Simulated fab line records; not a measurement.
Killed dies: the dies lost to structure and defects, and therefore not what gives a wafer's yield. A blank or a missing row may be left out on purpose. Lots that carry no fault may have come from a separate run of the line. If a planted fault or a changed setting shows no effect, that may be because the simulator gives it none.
Split-lot experiment | flow n5Finfet | 39 wafers read across 7 lots, on a route 1938 steps long

== THE SPLIT ==
At N5_BEOL_M4_ILD_DEP_00 (deposits SiOC from DEMS/O2, target thk 79 nm, time 15.3 s), the setting targetThkA was moved away from the recipe's 790 angstrom on 15 of the 39 wafers read, by -50.0% to +57.2%. This setting was run at the recipe's value on the other wafers.

No step appears in the file between the split and the reading.

== THE READING ==
M4_ILD_THK, in nm, at N5_BEOL_M4_THK_MEAS_01. A value of 78.8 nm with a standard deviation of 0.86 nm is what fault-free wafers of this fab line usually give.

wafer  | tool, chamber at the split | targetThkA as run, angstrom | against the recipe | M4_ILD_THK, nm | against lot-mates on the recipe
L079.2 | pecvd-02, 0                | 790                         | recipe             | 78.3           | -
L079.3 | pecvd-02, 1                | 790                         | recipe             | 77.3           | -
L079.6 | pecvd-02, 1                | 790                         | recipe             | 78.1           | -
L080.1 | pecvd-01, 2                | 790                         | recipe             | 77.7           | -
L080.2 | pecvd-01, 1                | 790                         | recipe             | 77.5           | -
L080.3 | pecvd-01, 0                | 394.8                       | -50.0%             | 39.1           | -39.1
L080.4 | pecvd-01, 1                | 394.8                       | -50.0%             | 39.0           | -39.2
L080.5 | pecvd-01, 2                | 790                         | recipe             | 79.4           | -
L080.6 | pecvd-01, 0                | 394.8                       | -50.0%             | 38.8           | -39.4
L082.1 | pecvd-02, 2                | 790                         | recipe             | 77.9           | -
L082.2 | pecvd-02, 0                | 1151                        | +45.7%             | 113.8          | +34.8
L082.3 | pecvd-02, 1                | 1151                        | +45.7%             | 114.0          | +35.0
L082.4 | pecvd-02, 1                | 790                         | recipe             | 79.2           | -
L082.5 | pecvd-02, 2                | 1151                        | +45.7%             | 115.5          | +36.5
L082.6 | pecvd-02, 0                | 790                         | recipe             | 79.9           | -
L084.1 | pecvd-01, 1                | 790                         | recipe             | 78.1           | -
L084.2 | pecvd-01, 0                | 1242                        | +57.2%             | 122.1          | +44.1
L084.3 | pecvd-01, 2                | 790                         | recipe             | 76.9           | -
L084.4 | pecvd-01, 1                | 790                         | recipe             | 79.1           | -
L084.5 | pecvd-01, 0                | 1242                        | +57.2%             | 125.0          | +47.0
L084.6 | pecvd-01, 2                | 1242                        | +57.2%             | 125.5          | +47.5
L083.1 | pecvd-03, 1                | 537.4                       | -32.0%             | 53.6           | -26.4
L083.2 | pecvd-03, 0,2              | 537.4                       | -32.0%             | 53.9           | -26.1
L083.3 | pecvd-03, 0,2              | 537.4                       | -32.0%             | 53.7           | -26.3
L083.4 | pecvd-03, 1,0              | 790                         | recipe             | 79.6           | -
L083.5 | pecvd-03, 1,0              | 790                         | recipe             | 79.6           | -
L083.6 | pecvd-03, 2                | 790                         | recipe             | 80.8           | -
L094.1 | pecvd-01, 0                | 790                         | recipe             | 78.0           | -
L094.2 | pecvd-01, 2                | 530.3                       | -32.9%             | 51.8           | -26.9
L094.3 | pecvd-01, 1                | 530.3                       | -32.9%             | 52.6           | -26.1
L094.4 | pecvd-01, 2                | 790                         | recipe             | 78.4           | -
L094.5 | pecvd-01, 1                | 530.3                       | -32.9%             | 53.5           | -25.2
L094.6 | pecvd-01, 0                | 790                         | recipe             | 79.6           | -
L096.1 | pecvd-01, 0                | 790                         | recipe             | 77.8           | -
L096.2 | pecvd-01, 1                | 790                         | recipe             | 78.5           | -
L096.3 | pecvd-01, 2                | 790                         | recipe             | 78.6           | -
L096.4 | pecvd-01, 1                | 790                         | recipe             | 80.3           | -
L096.5 | pecvd-01, 0,2              | 790                         | recipe             | 79.5           | -
L096.6 | pecvd-01, 0,2              | 790                         | recipe             | 79.6           | -
When a row names more than one chamber, that row covers several wafers, and the file does not tell which wafer ran in which chamber.

FIT RESULTS
A straight line over all 39 wafers: M4_ILD_THK changes by +0.791 nm for each +1% of targetThkA; r = +1.00; the points scatter about the line by 0.97 nm.
The same after taking each lot's own level away (the mean of its wafers on the recipe; 39 wafers): +0.794 nm for each +1%; r = +1.00; scatter 0.91 nm.
According to that fit, moving targetThkA by its largest amount changes the reading by 45 nm.
Across the lots, their own levels run from 77.90 to 80.00 nm, a range of 2.4 times the standard deviation given above.
So the lot-to-lot level changes the slope little: the two slopes agree.
Check: +45.6 nm against its lot-mates is what the line predicts for one of the wafers moved furthest among these (+57.2%) when that wafer is left out of the fit. It came out at +44.1 nm against them.

== THE WHOLE CHAIN: every reading that the file lists as answering this split, in the file's order ==
step                   | what it does                                              | reading                                                                           | change (the file's fit)               | r (the file's)
N5_BEOL_M4_ILD_DEP_00  | deposits SiOC from DEMS/O2, target thk 79 nm, time 15.3 s | SiOC_of_BEOL_M4_ILD_DEP_00.thkNm (the simulator's own value, which no gauge read) | +0.795 nm for each +1% of the setting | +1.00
N5_BEOL_M4_THK_MEAS_01 |                                                           | M4_ILD_THK                                                                        | +0.794 for each +1% of the setting    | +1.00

== THE FILE'S OWN FIT ==
M4_ILD_THK changes by +0.794 nm for each +1% of targetThkA, r = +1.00.
